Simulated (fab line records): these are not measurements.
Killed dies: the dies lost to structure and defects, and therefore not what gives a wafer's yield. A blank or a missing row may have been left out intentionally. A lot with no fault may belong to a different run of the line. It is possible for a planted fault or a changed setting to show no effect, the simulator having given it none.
fab line records -- flow n5_finfet
[record] lots = 10, wafers = 29, last_day = 16
route steps=1938 shown BEOL_M3@1009 BEOL_M4@1021 PASSIVATION@1936
lots that met no fault: taken from a fault-free run of the same line
start_h: start of the lot's first displayed wafer, in hours after the record's first day -- wait_h: hours elapsed since this lot's preceding step -- " as in the row above -- L1.1+2: a single row standing in for several wafers -- - no value present, or no start provided -- * or withheld: withheld -- < > ~ a bound
route shown NAME@n: names a module that has steps shown in the file, with the first one's number in the route -- usual: mean/standard deviation taken from wafers without a fault -- same: alike in all rows -- chamber/n: place in a boat -- sites: the reading at each site -- _std_site: the standard deviation of these -- _edge_site: outer sites' mean less inner sites' -- radius_mm: for every site, how far away it sits from the centre of the wafer -- mask NAME#n: copy n -- behind: the most recent tool/chamber to have shaped the wafer -- hold: why the lot went on hold/how many hours it stayed there/how the hold came to an end -- device: which transistor (n, p or np) failed to switch -- end of line: the same wafers' tests at the end of the route -- step lacking rows: just its recipe -- killed: dies lost to structure and defects at the first sort, not the wafer's yield -- map: a wafer's dies, x killed, . not, _ none there
set.NAME: the setting as run; set.NAME@STEP: as run at that earlier step -- model.NAME: the simulator's own value behind a step, which no gauge read
route steps across a sampled set of lots; one table per step, one row per wafer
services: from which hour (start_h, from the record's first day; less than 0 if before it) a tool's chamber was out of use, for how many hours, and why
[[steps]]
[step N5_BEOL_M3_ANNEAL_95]
[recipe] temp_c = 400, time_s = 240, ambient = vacuum
[usual] heater_power_w = 810/71, susceptor_temp_C = 400.01/0.21
lot.wafer,tool,chamber,start_h,wait_h,heater_power_w,susceptor_temp_C
L523.2,pvd_sputter-01,-,151.48,0.0,854,400.15
L523.3,pvd_sputter-01,-,151.48,0.0,863,400.10
L523.5,pvd_sputter-01,-,151.48,0.0,867,399.78
L524.2,pvd_sputter-02,-,169.99,0.0,702,400.10
L524.4,pvd_sputter-02,-,169.99,0.0,692,399.83
L524.6,pvd_sputter-02,-,169.99,0.0,826,399.66
L528.1,pvd_sputter-02,-,184.47,0.0,827,400.11
L528.3,pvd_sputter-02,-,184.47,0.0,781,400.50
L528.5,pvd_sputter-02,-,184.47,0.0,698,400.05
L530.2,pvd_sputter-02,-,206.95,0.0,860,399.85
L530.3,pvd_sputter-02,-,206.95,0.0,842,400.20
L530.4,pvd_sputter-02,-,206.95,0.0,694,400.33
L532.1,pvd_sputter-01,-,208.73,0.0,872,400.39
L532.4,pvd_sputter-01,-,208.73,0.0,879,399.78
L532.5,pvd_sputter-01,-,208.73,0.0,885,399.84
L533.2,pvd_sputter-01,-,211.41,0.0,836,399.76
L533.3,pvd_sputter-01,-,211.41,0.0,910,399.97
L533.6,pvd_sputter-01,-,211.41,0.0,902,400.01
L538.1,pvd_sputter-01,-,250.67,0.0,877,400.32
L538.2,pvd_sputter-01,-,250.67,0.0,862,400.13
L538.6,pvd_sputter-01,-,250.67,0.0,877,399.91
L539.1,pvd_sputter-03,-,255.37,0.0,761,399.69
L539.4,pvd_sputter-03,-,255.37,0.0,731,400.32
L539.5,pvd_sputter-03,-,255.37,0.0,730,400.19
L541.2,pvd_sputter-03,-,257.33,0.0,740,400.02
L541.6,pvd_sputter-03,-,257.33,0.0,666,399.76
L540.1,pvd_sputter-01,-,258.05,0.0,889,399.87
L540.4,pvd_sputter-01,-,258.05,0.0,861,400.11
L540.5,pvd_sputter-01,-,258.05,0.0,875,399.93
[step N5_BEOL_M3_CO_CAP_55]
[recipe] material = Co, target_thk_a = 20, temp_c = 200, precursor = CCTBA/H2, pressure_torr = 30, time_s = 102.1
[usual] heater_power_w = 226/17, susceptor_temp_C = 199.99/0.15
lot.wafer,tool,chamber,start_h,wait_h,heater_power_w,susceptor_temp_C
L523.2,cvd_co-01,1,152.51,0.0,247,199.93
L523.3,cvd_co-01,2,152.51,0.0,215,199.94
L523.5,cvd_co-01,1,152.51,0.0,244,199.88
L524.2,cvd_co-01,0,170.99,0.0,253,200.13
L524.4,cvd_co-01,0,170.99,0.0,249,200.31
L524.6,cvd_co-01,2,170.99,0.0,211,199.93
L528.1,cvd_co-01,1,185.48,0.0,247,199.85
L528.3,cvd_co-01,2,185.48,0.0,217,199.72
L528.5,cvd_co-01,2,185.48,0.0,215,199.95
L530.2,cvd_co-01,2,208.25,0.0,216,199.94
L530.3,cvd_co-01,1,208.25,0.0,249,200.09
L530.4,cvd_co-01,0,208.25,0.0,250,200.11
L532.1,cvd_co-01,1,209.75,0.0,241,200.10
L532.4,cvd_co-01,0,209.75,0.0,247,199.98
L532.5,cvd_co-01,2,209.75,0.0,211,200.16
L533.2,cvd_co-02,1,212.42,0.0,204,199.71
L533.3,cvd_co-02,2,212.42,0.0,231,199.96
L533.6,cvd_co-02,0,212.42,0.0,216,199.89
L538.1,cvd_co-02,1,251.69,0.0,201,200.21
L538.2,cvd_co-02,2,251.69,0.0,229,199.90
L538.6,cvd_co-02,0,251.69,0.0,220,200.02
L539.1,cvd_co-01,1,256.37,0.0,249,200.14
L539.4,cvd_co-01,2,256.37,0.0,217,199.95
L539.5,cvd_co-01,1,256.37,0.0,252,199.97
L541.2,cvd_co-01,0,258.33,0.0,245,199.86
L541.6,cvd_co-01,0,258.33,0.0,249,199.93
L540.1,cvd_co-02,1,259.07,0.0,200,199.79
L540.4,cvd_co-02,1,259.07,0.0,202,199.80
L540.5,cvd_co-02,0,259.07,0.0,225,199.88
[step N5_BEOL_M3_RS_MEAS_58]
[recipe] thk_meas_gauge = four-point-probe, reads = Co_of_BEOL_M3_CO_CAP_55+Cu_of_BEOL_M3_ECD_50+Co_of_BEOL_M3_CVD_47+TaN_of_BEOL_M3_ALD_84
[usual] M3_RS = 0.69/0.03
lot.wafer,tool,chamber,start_h,wait_h,M3_RS[ohm/sq]
L523.2,film_metro-02,-,152.73,0.1,0.66
L523.3,film_metro-02,-,152.73,0.1,0.69
L523.5,film_metro-02,-,152.73,0.1,0.67
L524.2,film_metro-02,-,171.20,0.1,0.71
L524.4,film_metro-02,-,171.20,0.1,0.72
L524.6,film_metro-02,-,171.20,0.1,0.68
L528.1,film_metro-01,-,185.67,0.0,0.68
L528.3,film_metro-01,-,185.67,0.0,0.73
L528.5,film_metro-01,-,185.67,0.0,0.69
L530.2,film_metro-02,-,208.43,0.1,0.68
L530.3,film_metro-02,-,208.43,0.1,0.67
L530.4,film_metro-02,-,208.43,0.1,0.65
L532.1,film_metro-01,-,209.93,0.0,0.71
L532.4,film_metro-01,-,209.93,0.0,0.63
L532.5,film_metro-01,-,209.93,0.0,0.69
L533.2,film_metro-01,-,212.60,0.1,0.71
L533.3,film_metro-01,-,212.60,0.1,0.69
L533.6,film_metro-01,-,212.60,0.1,0.68
L538.1,film_metro-01,-,251.87,0.0,0.69
L538.2,film_metro-01,-,251.87,0.0,0.73
L538.6,film_metro-01,-,251.87,0.0,0.72
L539.1,film_metro-01,-,256.56,0.0,0.73
L539.4,film_metro-01,-,256.56,0.0,0.68
L539.5,film_metro-01,-,256.56,0.0,0.66
L541.2,film_metro-01,-,258.52,0.1,0.71
L541.6,film_metro-01,-,258.52,0.1,0.68
L540.1,film_metro-02,-,259.26,0.0,0.73
L540.4,film_metro-02,-,259.26,0.0,0.68
L540.5,film_metro-02,-,259.26,0.0,0.70
[step N5_BEOL_M4_ILD_DEP_00]
[recipe] material = SiOC, target_thk_a = 790, temp_c = 350, precursor = DEMS/O2, pressure_torr = 5, rf_w = 500, time_s = 15.3
[usual] heater_power_w = 555/97, showerhead_plenum_p_Torr = 5.689/0.012, susceptor_temp_C = 350.02/0.19, throttle_valve_pct = 11.9/0.48
lot.wafer,tool,chamber,start_h,wait_h,heater_power_w,showerhead_plenum_p_Torr,susceptor_temp_C,throttle_valve_pct
L523.2,pecvd-01,1,152.79,0.0,582,5.682,349.86,12.1
L523.3,pecvd-01,2,152.79,0.0,600,5.684,349.59,11.2
L523.5,pecvd-01,2,152.79,0.0,605,5.703,349.78,11.0
L524.2,pecvd-01,2,171.27,0.0,631,5.694,350.03,11.1
L524.4,pecvd-01,0,171.27,0.0,575,5.695,350.12,12.2
L524.6,pecvd-01,2,171.27,0.0,644,5.688,349.90,11.1
L528.1,pecvd-04,0,185.73,0.0,431,5.681,350.15,11.9
L528.3,pecvd-04,1,185.73,0.0,349,5.691,350.25,11.8
L528.5,pecvd-04,1,185.73,0.0,340,5.675,350.09,11.7
L530.2,pecvd-03,1,208.50,0.0,620,5.696,350.08,11.6
L530.3,pecvd-03,0,208.50,0.0,523,5.676,350.06,12.3
L530.4,pecvd-03,1,208.50,0.0,624,5.703,350.28,11.6
L532.1,pecvd-01,0,209.99,0.0,644,5.700,350.00,12.3
L532.4,pecvd-01,2,209.99,0.0,588,5.673,349.90,11.4
L532.5,pecvd-01,1,209.99,0.0,636,5.685,350.00,12.3
L533.2,pecvd-04,0,212.66,0.0,503,5.687,350.00,12.2
L533.3,pecvd-04,1,212.66,0.0,379,5.683,349.97,11.6
L533.6,pecvd-04,0,212.66,0.0,409,5.685,350.05,11.8
L538.1,pecvd-01,2,251.93,0.0,674,5.685,350.35,11.4
L538.2,pecvd-01,0,251.93,0.0,633,5.724,349.85,12.1
L538.6,pecvd-01,0,251.93,0.0,626,5.710,349.98,12.2
L539.1,pecvd-01,1,256.62,0.0,685,5.686,349.98,12.3
L539.4,pecvd-01,1,256.62,0.0,668,5.690,349.67,12.1
L539.5,pecvd-01,0,256.62,0.0,611,5.708,349.68,12.5
L541.2,pecvd-03,2,258.58,0.0,561,5.685,350.31,11.0
L541.6,pecvd-03,0,258.58,0.0,451,5.684,349.93,12.6
L540.1,pecvd-01,2,259.32,0.0,630,5.683,350.21,11.2
L540.4,pecvd-01,2,259.32,0.0,656,5.675,349.77,10.9
L540.5,pecvd-01,0,259.32,0.0,589,5.711,350.11,12.1
[step N5_BEOL_M4_THK_MEAS_01]
[recipe] reads = SiOC_of_BEOL_M4_ILD_DEP_00
[usual] M4_ILD_THK = 79.2/0.99
lot.wafer,tool,chamber,start_h,wait_h,M4_ILD_THK[nm]
L523.2,film_metro-02,-,152.86,0.1,78.3
L523.3,film_metro-02,-,152.86,0.1,78.8
L523.5,film_metro-02,-,152.86,0.1,79.5
L524.2,film_metro-02,-,171.35,0.1,77.8
L524.4,film_metro-02,-,171.35,0.1,79.1
L524.6,film_metro-02,-,171.35,0.1,79.0
L528.1,film_metro-01,-,185.80,0.0,79.4
L528.3,film_metro-01,-,185.80,0.0,78.0
L528.5,film_metro-01,-,185.80,0.0,78.7
L530.2,film_metro-01,-,208.56,0.1,79.2
L530.3,film_metro-01,-,208.56,0.1,78.1
L530.4,film_metro-01,-,208.56,0.1,81.4
L532.1,film_metro-01,-,210.06,0.0,78.5
L532.4,film_metro-01,-,210.06,0.0,80.0
L532.5,film_metro-01,-,210.06,0.0,80.6
L533.2,film_metro-01,-,212.75,0.1,78.9
L533.3,film_metro-01,-,212.75,0.1,78.3
L533.6,film_metro-01,-,212.75,0.1,79.4
L538.1,film_metro-01,-,252.00,0.0,145.7
L538.2,film_metro-01,-,252.00,0.0,142.8
L538.6,film_metro-01,-,252.00,0.0,144.7
L539.1,film_metro-01,-,256.69,0.0,142.4
L539.4,film_metro-01,-,256.69,0.0,145.6
L539.5,film_metro-01,-,256.69,0.0,146.0
L541.2,film_metro-02,-,258.65,0.1,78.9
L541.6,film_metro-02,-,258.65,0.1,80.3
L540.1,film_metro-01,-,259.39,0.0,142.4
L540.4,film_metro-01,-,259.39,0.0,144.5
L540.5,film_metro-01,-,259.39,0.0,144.8
[step N5_BEOL_M4_RC_MEAS_101]
[usual] DIBL_N = 36.9/1.7, DIBL_P = 37.3/2.3, IOFF_N = 0.16/0.033, IOFF_P = 0.22/0.04, ION_N = 673/12, ION_P = 463/8, SS_N = 71.6/0.58, SS_P = 73.4/0.74, VT_N = 250/3.2, VT_P = -250/3.4
lot.wafer,tool,chamber,start_h,wait_h,DIBL_N[mV/V],DIBL_P[mV/V],IOFF_N[nA/um],IOFF_P[nA/um],ION_N[uA/um],ION_P[uA/um],SS_N[mV/dec],SS_P[mV/dec],VT_N[mV],VT_P[mV]
L523.2,prober-01,0,165.78,0.2,38.3,40.6,0.22,0.29,691,471,71.8,74.1,247,-247
L523.3,prober-01,0,165.78,0.2,39.7,42.2,0.25,0.33,681,473,73.0,74.5,243,-244
L523.5,prober-01,0,165.78,0.2,36.7,38.1,0.18,0.24,675,467,72.2,73.4,250,-248
L524.2,prober-02,0,181.31,0.2,35.8,38.3,0.15,0.19,669,455,71.9,74.0,251,-256
L524.4,prober-02,0,181.31,0.2,36.7,38.5,0.16,0.20,675,463,71.5,73.6,249,-255
L524.6,prober-02,0,181.31,0.2,36.7,39.2,0.16,0.21,667,458,71.4,74.5,250,-254
L528.1,prober-01,0,199.07,0.0,36.9,36.3,0.17,0.20,665,451,71.1,73.1,251,-252
L528.3,prober-01,0,199.07,0.0,34.3,33.5,0.14,0.17,684,461,70.8,73.1,250,-257
L528.5,prober-01,0,199.07,0.0,35.0,33.1,0.13,0.16,660,446,71.4,72.3,253,-257
L530.2,prober-01,0,218.35,0.2,40.5,41.6,0.24,0.30,687,473,72.5,74.3,245,-245
L530.3,prober-01,0,218.35,0.2,37.7,37.0,0.17,0.21,668,462,71.4,73.4,249,-250
L530.4,prober-01,0,218.35,0.2,36.3,35.5,0.14,0.19,661,454,71.3,72.9,251,-251
L532.1,prober-01,0,222.10,0.0,38.8,40.5,0.21,0.24,681,464,71.4,74.4,245,-252
L532.4,prober-01,0,222.10,0.0,40.4,43.5,0.25,0.30,695,458,72.5,75.2,245,-245
L532.5,prober-01,0,222.10,0.0,39.5,43.2,0.25,0.30,703,476,71.6,75.5,241,-247
L533.2,prober-02,0,225.60,0.2,38.0,39.0,0.20,0.30,690,487,71.6,73.9,245,-242
L533.3,prober-02,0,225.60,0.2,37.7,38.5,0.17,0.29,669,474,71.6,74.0,251,-245
L533.6,prober-02,0,225.60,0.2,37.2,37.2,0.16,0.25,673,471,71.3,72.9,251,-245
L541.2,prober-01,0,271.95,0.2,36.9,35.1,0.13,0.20,654,456,71.3,73.8,256,-252
L541.6,prober-01,0,271.95,0.2,35.7,34.5,0.13,0.19,661,453,71.7,73.3,252,-251
[step N5_PASSIVATION_PROBE_49]
[usual] defect_limited_yield = 91.2/1.3, killed_at_M0_to_M3 = 34/10, killed_at_M4_up = 13/4.6, killed_at_contacts = 13/5.5, killed_at_front_end = 41/12, killed_at_other = 2.8/2.4, killed_dies = 104/16, killed_on_rim = 14/4.2, killed_open = 67/12, killed_short = 33/7.2, sort_bin_4_leakage = 0.00/0.012, sort_bin_5_function = 5.1/0.86, sort_bin_6_memory = 3.3/0.62, sort_n_pass = 1076/16, sort_yield_pct = 91.2/1.3
[same] gross_dies = 1180, killed_at_back_side = 0, sort_bin_8_speed[%] = 0
lot.wafer,tool,chamber,start_h,wait_h,defect_limited_yield[%],killed_at_M0_to_M3,killed_at_M4_up,killed_at_contacts,killed_at_front_end,killed_at_other,killed_dies,killed_on_rim,killed_open,killed_short,sort_bin_4_leakage[%],sort_bin_5_function[%],sort_bin_6_memory[%],sort_n_pass,sort_yield_pct[%]
L538.1,prober-01,-,369.72,0.0,0,42,1075,15,44,4,1180,152,88,27,0,95.4,4.3,0,0
L538.2,prober-01,-,369.77,0.1,0,14,1105,5,46,10,1180,152,60,27,0,97.4,2.5,0,0
L538.6,prober-01,-,369.97,0.3,0,45,1081,12,38,4,1180,152,76,27,0,96.5,3.3,0,0
L539.1,prober-02,-,376.28,0.0,0,27,1103,18,32,0,1180,152,67,26,0,96.2,3.4,0,0
L539.4,prober-02,-,376.43,0.2,0,68,1066,10,36,0,1180,152,84,43,0,95.8,3.7,0,0
L539.5,prober-02,-,376.48,0.2,0,35,1105,11,26,3,1180,152,63,30,0,97.2,2.7,0,0
L540.1,prober-02,-,385.30,0.0,0,30,1086,14,43,7,1180,152,61,44,0,96.2,3.2,0,0
L540.4,prober-02,-,385.45,0.2,0,41,1098,9,31,1,1180,152,67,22,0,96.7,3.0,0,0
L540.5,prober-02,-,385.50,0.2,0,27,1111,8,30,4,1180,152,44,32,0,97.2,2.5,0,0
// killed by level:class
L538.1 BEOL_M4:area_dep=1063 FIN_SAQP:geometric_particle:open=15 MOL_CONTACT_COAG:geometric_particle:open=12 BEOL_M0_SAQP:geometric_particle:open=11 BEOL_M2:geometric_particle:open=11 BEOL_M0_SAQP:geometric_particle:short=10 BEOL_M1:geometric_particle:open=8 BEOL_M5:geometric_particle:open=8
L538.2 BEOL_M4:area_dep=1092 STI_FIN_REVEAL:geometric_particle:open=9 FIN_SAQP:geometric_particle:open=9 FIN_SAQP:geometric_particle:short=7 BEOL_M2:geometric_particle:open=6 BEOL_M0_SAQP:geometric_particle:short=5 GATE_CUT:geometric_particle:open=4 MOL_CONTACT_COAG:geometric_particle:open=4
L538.6 BEOL_M4:area_dep=1077 BEOL_M0_SAQP:geometric_particle:open=15 BEOL_M2:geometric_particle:open=15 FIN_SAQP:geometric_particle:short=8 FIN_SAQP:geometric_particle:open=8 MOL_CONTACT_COAG:geometric_particle:open=8 BEOL_M0_SAQP:geometric_particle:short=6 STARTING-WAFER:geometric_particle:open=6
L539.1 BEOL_M4:area_dep=1083 MOL_CONTACT_COAG:geometric_particle:open=16 BEOL_M0_SAQP:geometric_particle:open=8 FIN_SAQP:geometric_particle:open=7 BEOL_M0_SAQP:geometric_particle:short=7 BEOL_M5:geometric_particle:open=6 BEOL_M0:geometric_particle:open=6 STI_FIN_REVEAL:geometric_particle:open=5
L539.4 BEOL_M4:area_dep=1052 BEOL_M0_SAQP:geometric_particle:open=26 BEOL_M0_SAQP:geometric_particle:short=22 STI_FIN_REVEAL:geometric_particle:open=14 FIN_SAQP:geometric_particle:open=9 MOL_CONTACT_COAG:geometric_particle:open=9 BEOL_M2:geometric_particle:open=9 FIN_SAQP:geometric_particle:short=5
L539.5 BEOL_M4:area_dep=1086 MOL_CONTACT_COAG:geometric_particle:open=10 BEOL_M0_SAQP:geometric_particle:short=10 BEOL_M0_SAQP:geometric_particle:open=10 STI_FIN_REVEAL:geometric_particle:open=8 FIN_SAQP:geometric_particle:open=6 BEOL_M1:geometric_particle:open=5 BEOL_M5:geometric_particle:open=5
L540.1 BEOL_M4:area_dep=1075 FIN_SAQP:geometric_particle:short=14 MOL_CONTACT_COAG:geometric_particle:open=13 FIN_SAQP:geometric_particle:open=6 BEOL_M2:geometric_particle:open=6 BEOL_M4:geometric_particle:open=6 GATE_CUT:geometric_particle:open=5 BEOL_M0_SAQP:geometric_particle:open=5
L540.4 BEOL_M4:area_dep=1090 BEOL_M2:geometric_particle:open=11 BEOL_M1:geometric_particle:open=9 MOL_CONTACT_COAG:geometric_particle:open=7 BEOL_M4:geometric_particle:open=7 FIN_SAQP:geometric_particle:open=6 DUMMY_GATE:geometric_particle:open=6 BEOL_M3:geometric_particle:open=6
L540.5 BEOL_M4:area_dep=1103 BEOL_M0_SAQP:geometric_particle:short=9 FIN_SAQP:geometric_particle:short=6 FIN_SAQP:geometric_particle:open=5 BEOL_M0_SAQP:geometric_particle:open=5 MOL_CONTACT_COAG:geometric_particle:open=5 GATE_CUT:geometric_particle:short=4 BEOL_M2:geometric_particle:open=4
[[services]]
tool,chamber,start_h,hours,kind
pecvd-04,-,133.78,1.2,repair
cvd_co-01,0,152.11,7.9,repair
cvd_co-02,-,155.95,1.9,repair
pvd_sputter-03,-,157.71,0.7,repair
pecvd-01,1,166.73,5.5,scheduled_down
pecvd-01,2,187.26,6.8,repair
cvd_co-01,1,192.58,13.5,repair
pecvd-03,-,195.49,2.4,repair
pecvd-04,2,202.38,-,clean
pecvd-04,2,202.38,-,consumable_replace:showerhead
pecvd-04,2,202.38,29.0,scheduled_down
pecvd-04,2,202.38,29.0,vent_cycle
cvd_co-02,-,206.63,3.8,pm
pecvd-03,0,221.79,5.5,scheduled_down
cvd_co-01,-,223.22,0.9,repair
[[key]]
[first_sign] step = N5_BEOL_M4_THK_MEAS_01, reading = M4_ILD_THK, direction = up, sigmas = 66, usual = 79.2, struck = 144.3
[effect] step = N5_PASSIVATION_PROBE_49, reading = killed_at_M4_up, direction = up, sigmas = 99+, usual = 13, struck = 1092
[more_kills_born_at] N5_BEOL_M4_ILD_DEP_00@pecvd-01 = 9721
met_at N5_BEOL_M4_ILD_DEP_00
struck_lots L538,L539,L540
later_rows_left_out L538.1,L538.2,L538.6,L539.1,L539.4,L539.5,L540.1,L540.4,L540.5
not_acting_at N5_BEOL_M3_ANNEAL_95,N5_BEOL_M3_CO_CAP_55,N5_BEOL_M3_RS_MEAS_58
onset_between 209.99 251.93
[fault] kind = process_parameter_drift, tool = pecvd-01, chamber = -, onset_h = 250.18, steps = N5_BEOL_M4_ILD_DEP_00, channel = time_s, offset = *, shape = step, end_h = 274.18, acts_in = *, stated = *
// later_rows_left_out: the simulator's readings of these wafers behind a module that went badly wrong aren't trusted and aren't shown, but for the sort
